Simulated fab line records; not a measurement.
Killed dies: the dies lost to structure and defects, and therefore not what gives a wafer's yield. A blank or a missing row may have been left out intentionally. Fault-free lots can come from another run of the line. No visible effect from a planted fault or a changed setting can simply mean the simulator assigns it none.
fab line records / flow nand-harc / part 2 of 2: steps 27 to 34 of 34
record: lots: 5 wafers: 15 last-day: 24
route steps=1159 shown A_CONTACT@915
lots that met no fault: taken from a fault-free run of the same line
start-h: the number of hours between the record's first day and the start of the first shown wafer of the lot / wait-h: how many hours have passed since the lot's step before this one / " unchanged from the row above / L1.1+2: one row covering several wafers at once / - no value, or no start given / * or withheld: withheld / < > ~ a bound
route shown NAME@n: names a module that has steps shown in the file, with the first one's number in the route / usual: mean and standard deviation over wafers with no fault / same: alike in all rows / chamber/n: place in a boat / sites: the reading at each site / _std_site: the standard deviation of these / _edge_site: outer sites' mean less inner sites' / radius-mm: how far each site lies from the wafer's centre / mask NAME#n: copy n / behind: the most recent tool/chamber to have shaped the wafer / hold: the reason the lot was held/the length of the hold in hours/how it ended / device: whichever transistor did not switch (one of n, p or np) / end of line: the tests these same wafers got at the end of their route / a step without rows: its recipe alone / killed: dies lost to structure and defects at the first sort, not the wafer's yield / map: per-die view of a wafer (x killed, . not killed, _ where there is no die)
set.NAME: the setting the step ran with; set.NAME@STEP: the setting that earlier step ran with / model.NAME: the simulator's own value behind a step, which no gauge read
a table for each step, a row for each wafer; lots at some steps of the route
services: when a tool's chamber went out of use (start-h, in hours from the record's first day, below 0 if earlier), for how many hours, and the reason
== steps ==
step: NHARC_A_CONTACT_ETCH_30
recipe: target-depth-a: 605 time-s: 30.2 cf4-flow-sccm: 100 chf3-flow-sccm: 30 ar-flow-sccm: 0 rf-w: 500 bias-w: 200 chemistry: CF4/CHF3
usual: drypump-motor-current-A: 5.7/0.39 oes-product-au: 0.933/0.017 rf-vpp-V: 370.9/2.1 showerhead-plenum-p-Torr: 1.58/0.058 throttle-valve-pct: 16.804/0.0099
lot.wafer=L084.3 tool=rie-diel-03 chamber=1 start-h=- wait-h=- drypump-motor-current-A=5.6 oes-product-au=0.923 rf-hours-counter-h=6 rf-vpp-V=374.1 showerhead-plenum-p-Torr=1.67 throttle-valve-pct=16.787
lot.wafer=L084.2 tool=rie-diel-03 chamber=2 start-h=- wait-h=- drypump-motor-current-A=5.4 oes-product-au=0.915 rf-hours-counter-h=8 rf-vpp-V=372.8 showerhead-plenum-p-Torr=1.62 throttle-valve-pct=16.803
lot.wafer=L084.6 tool=rie-diel-03 chamber=1 start-h=- wait-h=- drypump-motor-current-A=5.5 oes-product-au=0.930 rf-hours-counter-h=- rf-vpp-V=374.2 showerhead-plenum-p-Torr=1.67 throttle-valve-pct=16.794
lot.wafer=L086.4 tool=rie-diel-11 chamber=1 start-h=- wait-h=- drypump-motor-current-A=5.5 oes-product-au=0.934 rf-hours-counter-h=32 rf-vpp-V=371.3 showerhead-plenum-p-Torr=1.59 throttle-valve-pct=16.822
lot.wafer=L086.5 tool=rie-diel-11 chamber=1 start-h=- wait-h=- drypump-motor-current-A=5.5 oes-product-au=0.933 rf-hours-counter-h=- rf-vpp-V=370.4 showerhead-plenum-p-Torr=1.59 throttle-valve-pct=16.805
lot.wafer=L086.6 tool=rie-diel-11 chamber=2 start-h=- wait-h=- drypump-motor-current-A=6.0 oes-product-au=0.939 rf-hours-counter-h=- rf-vpp-V=372.0 showerhead-plenum-p-Torr=1.66 throttle-valve-pct=16.799
lot.wafer=L093.4 tool=rie-diel-11 chamber=3 start-h=- wait-h=- drypump-motor-current-A=5.9 oes-product-au=0.926 rf-hours-counter-h=43 rf-vpp-V=371.2 showerhead-plenum-p-Torr=1.59 throttle-valve-pct=16.827
lot.wafer=L093.5 tool=rie-diel-11 chamber=0 start-h=- wait-h=- drypump-motor-current-A=5.3 oes-product-au=0.930 rf-hours-counter-h=- rf-vpp-V=370.0 showerhead-plenum-p-Torr=1.55 throttle-valve-pct=16.815
lot.wafer=L093.6 tool=rie-diel-11 chamber=1 start-h=- wait-h=- drypump-motor-current-A=5.5 oes-product-au=0.932 rf-hours-counter-h=- rf-vpp-V=371.3 showerhead-plenum-p-Torr=1.59 throttle-valve-pct=16.809
lot.wafer=L089.4 tool=rie-diel-03 chamber=3 start-h=- wait-h=- drypump-motor-current-A=6.3 oes-product-au=0.972 rf-hours-counter-h=20 rf-vpp-V=370.5 showerhead-plenum-p-Torr=1.62 throttle-valve-pct=16.805
lot.wafer=L089.2 tool=rie-diel-03 chamber=0 start-h=- wait-h=- drypump-motor-current-A=5.4 oes-product-au=0.964 rf-hours-counter-h=22 rf-vpp-V=367.5 showerhead-plenum-p-Torr=1.48 throttle-valve-pct=16.807
lot.wafer=L089.5 tool=rie-diel-03 chamber=2 start-h=- wait-h=- drypump-motor-current-A=5.4 oes-product-au=0.967 rf-hours-counter-h=- rf-vpp-V=372.0 showerhead-plenum-p-Torr=1.62 throttle-valve-pct=16.802
lot.wafer=L094.2 tool=rie-diel-03 chamber=3 start-h=- wait-h=- drypump-motor-current-A=6.3 oes-product-au=0.932 rf-hours-counter-h=21 rf-vpp-V=371.6 showerhead-plenum-p-Torr=1.62 throttle-valve-pct=16.812
lot.wafer=L094.3 tool=rie-diel-03 chamber=0 start-h=- wait-h=- drypump-motor-current-A=5.4 oes-product-au=0.925 rf-hours-counter-h=22 rf-vpp-V=368.3 showerhead-plenum-p-Torr=1.48 throttle-valve-pct=16.799
lot.wafer=L094.5 tool=rie-diel-03 chamber=3 start-h=- wait-h=- drypump-motor-current-A=6.3 oes-product-au=0.921 rf-hours-counter-h=- rf-vpp-V=372.6 showerhead-plenum-p-Torr=1.62 throttle-valve-pct=16.802
step: NHARC_A_CONTACT_ETCH_31
recipe: target-depth-a: 20000 over-etch-frac: 0.3 time-s: 520 ion-energy-ev: 150 o2-flow-sccm: 400 cos-flow-sccm: 20 ar-flow-sccm: 0 rf-w: 500 bias-w: 300 chemistry: O2/COS
usual: drypump-motor-current-A: 5.7/0.38 oes-product-au: 1.001/0.0092 rf-vpp-V: 314.5/1.9 showerhead-plenum-p-Torr: 3.15/0.11 throttle-valve-pct: 28.330/0.0098
lot.wafer=L084.2 tool=rie-diel-03 chamber=3 start-h=- wait-h=- drypump-motor-current-A=6.3 oes-product-au=0.996 rf-hours-counter-h=8 rf-vpp-V=315.3 showerhead-plenum-p-Torr=3.22 throttle-valve-pct=28.325
lot.wafer=L084.3 tool=rie-diel-03 chamber=0 start-h=- wait-h=- drypump-motor-current-A=5.4 oes-product-au=1.000 rf-hours-counter-h=8 rf-vpp-V=310.8 showerhead-plenum-p-Torr=2.94 throttle-valve-pct=28.328
lot.wafer=L084.6 tool=rie-diel-03 chamber=3 start-h=- wait-h=- drypump-motor-current-A=6.3 oes-product-au=0.993 rf-hours-counter-h=- rf-vpp-V=315.0 showerhead-plenum-p-Torr=3.22 throttle-valve-pct=28.347
lot.wafer=L086.4 tool=rie-diel-11 chamber=3 start-h=- wait-h=- drypump-motor-current-A=5.9 oes-product-au=1.017 rf-hours-counter-h=34 rf-vpp-V=315.2 showerhead-plenum-p-Torr=3.17 throttle-valve-pct=28.318
lot.wafer=L086.5 tool=rie-diel-11 chamber=2 start-h=- wait-h=- drypump-motor-current-A=6.1 oes-product-au=1.016 rf-hours-counter-h=- rf-vpp-V=316.9 showerhead-plenum-p-Torr=3.30 throttle-valve-pct=28.320
lot.wafer=L086.6 tool=rie-diel-11 chamber=3 start-h=- wait-h=- drypump-motor-current-A=5.9 oes-product-au=0.993 rf-hours-counter-h=- rf-vpp-V=316.0 showerhead-plenum-p-Torr=3.17 throttle-valve-pct=28.326
lot.wafer=L093.4 tool=rie-diel-11 chamber=2 start-h=- wait-h=- drypump-motor-current-A=6.1 oes-product-au=1.006 rf-hours-counter-h=42 rf-vpp-V=318.8 showerhead-plenum-p-Torr=3.29 throttle-valve-pct=28.321
lot.wafer=L093.5 tool=rie-diel-11 chamber=0 start-h=- wait-h=- drypump-motor-current-A=5.3 oes-product-au=1.005 rf-hours-counter-h=- rf-vpp-V=313.6 showerhead-plenum-p-Torr=3.08 throttle-valve-pct=28.327
lot.wafer=L093.6 tool=rie-diel-11 chamber=1 start-h=- wait-h=- drypump-motor-current-A=5.5 oes-product-au=1.000 rf-hours-counter-h=- rf-vpp-V=314.1 showerhead-plenum-p-Torr=3.15 throttle-valve-pct=28.324
lot.wafer=L089.4 tool=rie-diel-03 chamber=2 start-h=- wait-h=- drypump-motor-current-A=5.4 oes-product-au=0.987 rf-hours-counter-h=20 rf-vpp-V=316.0 showerhead-plenum-p-Torr=3.22 throttle-valve-pct=28.333
lot.wafer=L089.2 tool=rie-diel-03 chamber=0 start-h=- wait-h=- drypump-motor-current-A=5.4 oes-product-au=0.982 rf-hours-counter-h=22 rf-vpp-V=311.3 showerhead-plenum-p-Torr=2.93 throttle-valve-pct=28.325
lot.wafer=L089.5 tool=rie-diel-03 chamber=1 start-h=- wait-h=- drypump-motor-current-A=5.6 oes-product-au=0.996 rf-hours-counter-h=- rf-vpp-V=317.0 showerhead-plenum-p-Torr=3.31 throttle-valve-pct=28.325
lot.wafer=L094.3 tool=rie-diel-03 chamber=3 start-h=- wait-h=- drypump-motor-current-A=6.3 oes-product-au=0.994 rf-hours-counter-h=21 rf-vpp-V=315.7 showerhead-plenum-p-Torr=3.21 throttle-valve-pct=28.324
lot.wafer=L094.2 tool=rie-diel-03 chamber=1 start-h=- wait-h=- drypump-motor-current-A=5.6 oes-product-au=1.005 rf-hours-counter-h=18 rf-vpp-V=316.3 showerhead-plenum-p-Torr=3.31 throttle-valve-pct=28.334
lot.wafer=L094.5 tool=rie-diel-03 chamber=0 start-h=- wait-h=- drypump-motor-current-A=5.4 oes-product-au=1.003 rf-hours-counter-h=- rf-vpp-V=312.7 showerhead-plenum-p-Torr=2.93 throttle-valve-pct=28.335
step: NHARC_A_CONTACT_ETCH_134
recipe: source-w: withheld pressure-mtorr: 20 bias-v: withheld time-s: 140 target-depth-a: 7000 ar-flow-sccm: withheld c4f8-flow-sccm: withheld o2-flow-sccm: withheld chemistry: C4F8/O2/Ar
lot.wafer=L084.2 tool=har-cap-etch-02 chamber=1 start-h=443.21 wait-h=- rf-hours-counter-h=22
lot.wafer=L084.3 tool=har-cap-etch-02 chamber=0 start-h=443.21 wait-h=- rf-hours-counter-h=-
lot.wafer=L084.6 tool=har-cap-etch-02 chamber=1 start-h=443.21 wait-h=- rf-hours-counter-h=-
lot.wafer=L086.4 tool=har-cap-etch-03 chamber=0 start-h=474.84 wait-h=- rf-hours-counter-h=-
lot.wafer=L086.5 tool=har-cap-etch-03 chamber=0 start-h=474.84 wait-h=- rf-hours-counter-h=-
lot.wafer=L086.6 tool=har-cap-etch-03 chamber=1 start-h=474.84 wait-h=- rf-hours-counter-h=-
lot.wafer=L093.4 tool=har-cap-etch-03 chamber=1 start-h=498.44 wait-h=- rf-hours-counter-h=-
lot.wafer=L093.5 tool=har-cap-etch-03 chamber=0 start-h=498.44 wait-h=- rf-hours-counter-h=-
lot.wafer=L093.6 tool=har-cap-etch-03 chamber=1 start-h=498.44 wait-h=- rf-hours-counter-h=-
lot.wafer=L089.2 tool=har-cap-etch-02 chamber=1 start-h=513.36 wait-h=- rf-hours-counter-h=34
lot.wafer=L089.4 tool=har-cap-etch-02 chamber=1 start-h=513.36 wait-h=- rf-hours-counter-h=-
lot.wafer=L089.5 tool=har-cap-etch-02 chamber=1 start-h=513.36 wait-h=- rf-hours-counter-h=-
lot.wafer=L094.2 tool=har-cap-etch-02 chamber=0 start-h=514.67 wait-h=- rf-hours-counter-h=35
lot.wafer=L094.3 tool=har-cap-etch-02 chamber=0 start-h=514.67 wait-h=- rf-hours-counter-h=-
lot.wafer=L094.5 tool=har-cap-etch-02 chamber=1 start-h=514.67 wait-h=- rf-hours-counter-h=-
step: NHARC_A_CONTACT_ETCH_135
recipe: source-w: withheld pressure-mtorr: 20 bias-v: 3000 time-s: 132 target-depth-a: 12870 ar-flow-sccm: withheld c4f8-flow-sccm: withheld o2-flow-sccm: withheld chemistry: C4F8/O2/Ar
lot.wafer=L084.2 tool=har-cap-etch-02 chamber=1 start-h=443.41 wait-h=0.2 rf-hours-counter-h=22
lot.wafer=L084.3 tool=har-cap-etch-02 chamber=0 start-h=443.41 wait-h=0.2 rf-hours-counter-h=-
lot.wafer=L084.6 tool=har-cap-etch-02 chamber=1 start-h=443.41 wait-h=0.2 rf-hours-counter-h=-
lot.wafer=L086.4 tool=har-cap-etch-03 chamber=0 start-h=475.02 wait-h=0.1 rf-hours-counter-h=-
lot.wafer=L086.5 tool=har-cap-etch-03 chamber=0 start-h=475.02 wait-h=0.1 rf-hours-counter-h=-
lot.wafer=L086.6 tool=har-cap-etch-03 chamber=1 start-h=475.02 wait-h=0.1 rf-hours-counter-h=-
lot.wafer=L093.4 tool=har-cap-etch-03 chamber=1 start-h=498.60 wait-h=0.1 rf-hours-counter-h=-
lot.wafer=L093.5 tool=har-cap-etch-03 chamber=0 start-h=498.60 wait-h=0.1 rf-hours-counter-h=-
lot.wafer=L093.6 tool=har-cap-etch-03 chamber=1 start-h=498.60 wait-h=0.1 rf-hours-counter-h=-
lot.wafer=L089.2 tool=har-cap-etch-02 chamber=1 start-h=513.55 wait-h=0.2 rf-hours-counter-h=34
lot.wafer=L089.4 tool=har-cap-etch-02 chamber=1 start-h=513.55 wait-h=0.2 rf-hours-counter-h=-
lot.wafer=L089.5 tool=har-cap-etch-02 chamber=1 start-h=513.55 wait-h=0.2 rf-hours-counter-h=-
lot.wafer=L094.2 tool=har-cap-etch-02 chamber=0 start-h=514.86 wait-h=0.2 rf-hours-counter-h=35
lot.wafer=L094.3 tool=har-cap-etch-02 chamber=0 start-h=514.86 wait-h=0.2 rf-hours-counter-h=-
lot.wafer=L094.5 tool=har-cap-etch-02 chamber=1 start-h=514.86 wait-h=0.2 rf-hours-counter-h=-
step: NHARC_A_CONTACT_ETCH_136
recipe: source-w: withheld pressure-mtorr: 20 bias-v: 3000 time-s: 132 target-depth-a: 12870 ar-flow-sccm: withheld c4f8-flow-sccm: withheld o2-flow-sccm: withheld chemistry: C4F8/O2/Ar
lot.wafer=L084.2 tool=har-cap-etch-02 chamber=1 start-h=443.53 wait-h=0.1 rf-hours-counter-h=22
lot.wafer=L084.3 tool=har-cap-etch-02 chamber=0 start-h=443.53 wait-h=0.1 rf-hours-counter-h=-
lot.wafer=L084.6 tool=har-cap-etch-02 chamber=1 start-h=443.53 wait-h=0.1 rf-hours-counter-h=-
lot.wafer=L086.4 tool=har-cap-etch-03 chamber=0 start-h=475.14 wait-h=0.1 rf-hours-counter-h=-
lot.wafer=L086.5 tool=har-cap-etch-03 chamber=0 start-h=475.14 wait-h=0.1 rf-hours-counter-h=-
lot.wafer=L086.6 tool=har-cap-etch-03 chamber=1 start-h=475.14 wait-h=0.1 rf-hours-counter-h=-
lot.wafer=L093.4 tool=har-cap-etch-03 chamber=1 start-h=498.72 wait-h=0.1 rf-hours-counter-h=-
lot.wafer=L093.5 tool=har-cap-etch-03 chamber=0 start-h=498.72 wait-h=0.1 rf-hours-counter-h=-
lot.wafer=L093.6 tool=har-cap-etch-03 chamber=1 start-h=498.72 wait-h=0.1 rf-hours-counter-h=-
lot.wafer=L089.2 tool=har-cap-etch-02 chamber=1 start-h=513.67 wait-h=0.1 rf-hours-counter-h=34
lot.wafer=L089.4 tool=har-cap-etch-02 chamber=1 start-h=513.67 wait-h=0.1 rf-hours-counter-h=-
lot.wafer=L089.5 tool=har-cap-etch-02 chamber=1 start-h=513.67 wait-h=0.1 rf-hours-counter-h=-
lot.wafer=L094.2 tool=har-cap-etch-02 chamber=0 start-h=514.98 wait-h=0.1 rf-hours-counter-h=35
lot.wafer=L094.3 tool=har-cap-etch-02 chamber=0 start-h=514.98 wait-h=0.1 rf-hours-counter-h=-
lot.wafer=L094.5 tool=har-cap-etch-02 chamber=1 start-h=514.98 wait-h=0.1 rf-hours-counter-h=-
step: NHARC_A_CONTACT_ETCH_137
recipe: source-w: withheld pressure-mtorr: 20 bias-v: 3000 time-s: 132 target-depth-a: 12870 ar-flow-sccm: withheld c4f8-flow-sccm: withheld o2-flow-sccm: withheld chemistry: C4F8/O2/Ar
lot.wafer=L084.2 tool=har-cap-etch-02 chamber=1 start-h=443.65 wait-h=0.1 rf-hours-counter-h=22
lot.wafer=L084.3 tool=har-cap-etch-02 chamber=0 start-h=443.65 wait-h=0.1 rf-hours-counter-h=-
lot.wafer=L084.6 tool=har-cap-etch-02 chamber=1 start-h=443.65 wait-h=0.1 rf-hours-counter-h=-
lot.wafer=L086.4 tool=har-cap-etch-03 chamber=0 start-h=475.26 wait-h=0.1 rf-hours-counter-h=-
lot.wafer=L086.5 tool=har-cap-etch-03 chamber=0 start-h=475.26 wait-h=0.1 rf-hours-counter-h=-
lot.wafer=L086.6 tool=har-cap-etch-03 chamber=1 start-h=475.26 wait-h=0.1 rf-hours-counter-h=-
lot.wafer=L093.4 tool=har-cap-etch-03 chamber=1 start-h=498.84 wait-h=0.1 rf-hours-counter-h=-
lot.wafer=L093.5 tool=har-cap-etch-03 chamber=0 start-h=498.84 wait-h=0.1 rf-hours-counter-h=-
lot.wafer=L093.6 tool=har-cap-etch-03 chamber=1 start-h=498.84 wait-h=0.1 rf-hours-counter-h=-
lot.wafer=L089.2 tool=har-cap-etch-02 chamber=1 start-h=513.79 wait-h=0.1 rf-hours-counter-h=34
lot.wafer=L089.4 tool=har-cap-etch-02 chamber=1 start-h=513.79 wait-h=0.1 rf-hours-counter-h=-
lot.wafer=L089.5 tool=har-cap-etch-02 chamber=1 start-h=513.79 wait-h=0.1 rf-hours-counter-h=-
lot.wafer=L094.2 tool=har-cap-etch-02 chamber=0 start-h=515.11 wait-h=0.1 rf-hours-counter-h=35
lot.wafer=L094.3 tool=har-cap-etch-02 chamber=0 start-h=515.11 wait-h=0.1 rf-hours-counter-h=-
lot.wafer=L094.5 tool=har-cap-etch-02 chamber=1 start-h=515.11 wait-h=0.1 rf-hours-counter-h=-
step: NHARC_A_CONTACT_ETCH_138
recipe: source-w: withheld pressure-mtorr: 20 bias-v: 3000 time-s: 132 target-depth-a: 12890 ar-flow-sccm: withheld c4f8-flow-sccm: withheld o2-flow-sccm: withheld chemistry: C4F8/O2/Ar
lot.wafer=L084.2 tool=har-cap-etch-02 chamber=1 start-h=443.77 wait-h=0.1 rf-hours-counter-h=22
lot.wafer=L084.3 tool=har-cap-etch-02 chamber=0 start-h=443.77 wait-h=0.1 rf-hours-counter-h=-
lot.wafer=L084.6 tool=har-cap-etch-02 chamber=1 start-h=443.77 wait-h=0.1 rf-hours-counter-h=-
lot.wafer=L086.4 tool=har-cap-etch-03 chamber=0 start-h=475.39 wait-h=0.1 rf-hours-counter-h=-
lot.wafer=L086.5 tool=har-cap-etch-03 chamber=0 start-h=475.39 wait-h=0.1 rf-hours-counter-h=-
lot.wafer=L086.6 tool=har-cap-etch-03 chamber=1 start-h=475.39 wait-h=0.1 rf-hours-counter-h=-
lot.wafer=L093.4 tool=har-cap-etch-03 chamber=1 start-h=498.96 wait-h=0.1 rf-hours-counter-h=-
lot.wafer=L093.5 tool=har-cap-etch-03 chamber=0 start-h=498.96 wait-h=0.1 rf-hours-counter-h=-
lot.wafer=L093.6 tool=har-cap-etch-03 chamber=1 start-h=498.96 wait-h=0.1 rf-hours-counter-h=-
lot.wafer=L089.2 tool=har-cap-etch-02 chamber=1 start-h=513.91 wait-h=0.1 rf-hours-counter-h=34
lot.wafer=L089.4 tool=har-cap-etch-02 chamber=1 start-h=513.91 wait-h=0.1 rf-hours-counter-h=-
lot.wafer=L089.5 tool=har-cap-etch-02 chamber=1 start-h=513.91 wait-h=0.1 rf-hours-counter-h=-
lot.wafer=L094.2 tool=har-cap-etch-02 chamber=0 start-h=515.23 wait-h=0.1 rf-hours-counter-h=35
lot.wafer=L094.3 tool=har-cap-etch-02 chamber=0 start-h=515.23 wait-h=0.1 rf-hours-counter-h=-
lot.wafer=L094.5 tool=har-cap-etch-02 chamber=1 start-h=515.23 wait-h=0.1 rf-hours-counter-h=-
step: NHARC_A_CONTACT_ETCH_139
recipe: source-w: withheld pressure-mtorr: 20 bias-v: 400 time-s: 137 target-depth-a: 5900 ar-flow-sccm: withheld c4f8-flow-sccm: 11.5 o2-flow-sccm: 7.2 chemistry: C4F8/O2/Ar
lot.wafer=L084.2 tool=har-cap-etch-02 chamber=1 start-h=443.90 wait-h=0.1 rf-hours-counter-h=22
lot.wafer=L084.3 tool=har-cap-etch-02 chamber=0 start-h=443.90 wait-h=0.1 rf-hours-counter-h=-
lot.wafer=L084.6 tool=har-cap-etch-02 chamber=1 start-h=443.90 wait-h=0.1 rf-hours-counter-h=-
lot.wafer=L086.4 tool=har-cap-etch-03 chamber=0 start-h=475.54 wait-h=0.1 rf-hours-counter-h=-
lot.wafer=L086.5 tool=har-cap-etch-03 chamber=0 start-h=475.54 wait-h=0.1 rf-hours-counter-h=-
lot.wafer=L086.6 tool=har-cap-etch-03 chamber=1 start-h=475.54 wait-h=0.1 rf-hours-counter-h=-
lot.wafer=L093.4 tool=har-cap-etch-03 chamber=1 start-h=499.14 wait-h=0.2 rf-hours-counter-h=-
lot.wafer=L093.5 tool=har-cap-etch-03 chamber=0 start-h=499.14 wait-h=0.2 rf-hours-counter-h=-
lot.wafer=L093.6 tool=har-cap-etch-03 chamber=1 start-h=499.14 wait-h=0.2 rf-hours-counter-h=-
lot.wafer=L089.2 tool=har-cap-etch-02 chamber=1 start-h=514.05 wait-h=0.1 rf-hours-counter-h=34
lot.wafer=L089.4 tool=har-cap-etch-02 chamber=1 start-h=514.05 wait-h=0.1 rf-hours-counter-h=-
lot.wafer=L089.5 tool=har-cap-etch-02 chamber=1 start-h=514.05 wait-h=0.1 rf-hours-counter-h=-
lot.wafer=L094.2 tool=har-cap-etch-02 chamber=0 start-h=515.37 wait-h=0.1 rf-hours-counter-h=35
lot.wafer=L094.3 tool=har-cap-etch-02 chamber=0 start-h=515.37 wait-h=0.1 rf-hours-counter-h=-
lot.wafer=L094.5 tool=har-cap-etch-02 chamber=1 start-h=515.37 wait-h=0.1 rf-hours-counter-h=-
== services ==
tool=pecvd-01 chamber=- start-h=418.14 hours=13.0 kind=pm
tool=arfi-scanner-02 chamber=- start-h=421.07 hours=3.3 kind=repair
tool=rie-diel-03 chamber=0 start-h=425.85 hours=- kind=clean
tool=rie-diel-03 chamber=1 start-h=425.85 hours=- kind=clean
tool=rie-diel-03 chamber=2 start-h=425.85 hours=- kind=clean
tool=rie-diel-03 chamber=3 start-h=425.85 hours=- kind=clean
tool=arfi-scanner-02 chamber=- start-h=428.02 hours=4.0 kind=pm
tool=pecvd-01 chamber=1 start-h=440.65 hours=8.3 kind=repair
tool=rie-diel-11 chamber=1 start-h=442.47 hours=8.3 kind=repair
tool=litho-track-01 chamber=- start-h=443.00 hours=7.0 kind=pm
tool=wet-bench-07 chamber=- start-h=448.03 hours=8.0 kind=pm
tool=rie-diel-03 chamber=0 start-h=450.35 hours=- kind=clean
tool=rie-diel-03 chamber=1 start-h=450.35 hours=- kind=clean
tool=rie-diel-03 chamber=2 start-h=450.35 hours=- kind=clean
tool=rie-diel-03 chamber=3 start-h=450.35 hours=- kind=clean
tool=arfi-scanner-01 chamber=- start-h=461.86 hours=0.5 kind=repair
tool=litho-track-06 chamber=- start-h=467.00 hours=7.0 kind=pm
tool=pecvd-03 chamber=- start-h=473.00 hours=13.0 kind=pm
tool=rie-diel-03 chamber=0 start-h=474.90 hours=- kind=clean
tool=rie-diel-03 chamber=1 start-h=474.90 hours=- kind=clean
tool=acl-dep-01 chamber=- start-h=475.40 hours=13.0 kind=pm
tool=arfi-scanner-03 chamber=- start-h=484.00 hours=4.0 kind=pm
tool=litho-track-04 chamber=- start-h=491.00 hours=7.0 kind=pm
tool=pecvd-01 chamber=0 start-h=508.29 hours=8.7 kind=repair
